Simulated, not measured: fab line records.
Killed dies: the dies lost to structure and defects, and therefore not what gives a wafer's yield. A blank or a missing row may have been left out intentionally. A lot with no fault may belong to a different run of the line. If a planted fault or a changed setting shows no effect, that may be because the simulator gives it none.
Matching of chambers | flow n5-finfet | 3 sister chambers for N5_BEOL_M3_DEP_57 on pecvd-01
The step deposits SiCN from 3MS/NH3, target thk 8 nm, time 14 s. 3 wafers are shown with their chamber, then 12 later ones without.

== WAFERS PAIRED WITH THEIR CHAMBERS ==
wafer  | chamber | throttle-valve-pct (%)
L087.1 | 2       | 8.8
L087.2 | 0       | 8.2
L087.3 | 1       | 9.3

== WAFERS MISSING THEIR CHAMBER ==
wafer  | throttle-valve-pct (%)
L087.4 | 8.4
L087.5 | 9.0
L087.6 | 9.2
L090.4 | 8.1
L090.5 | 9.1
L090.6 | 9.1
L093.2 | 8.7
L093.3 | 9.5
L093.5 | 8.1
L096.1 | 9.0
L096.5 | 9.3
L096.6 | 8.9

== THE CHAMBER EACH PASSED THROUGH ==
wafer  | from the rows above     | in truth
L087.4 | can't be placed: 0 or 2 | 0
L087.5 | can't be placed: 2 or 1 | 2
L087.6 | can't be placed: 1 or 2 | 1
L090.4 | 0                       | 0
L090.5 | can't be placed: 1 or 2 | 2
L090.6 | can't be placed: 1 or 2 | 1
L093.2 | 2                       | 2
L093.3 | 1                       | 1
L093.5 | 0                       | 0
L096.1 | can't be placed: 2 or 1 | 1
L096.5 | 1                       | 1
L096.6 | can't be placed: 2 or 1 | 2
Correctly placed: 5 of 12. From these rows, 7 cannot be placed; in 7 the true chamber is one of the candidates. Number placed wrongly: 0.
How it was worked out, from the rows above alone: a wafer's distance from a chamber is the root of the sum, over the readings, of the square of ((its reading less the chamber's mean) divided by the reading's scatter). The wafer belongs to the nearest chamber; if the next one is less than 2 further off, it can't be placed. A chamber's mean is the mean of its shown wafers. The scatter: root of mean squared gap, hidden wafer to nearest shown wafer, with one shown wafer a chamber.
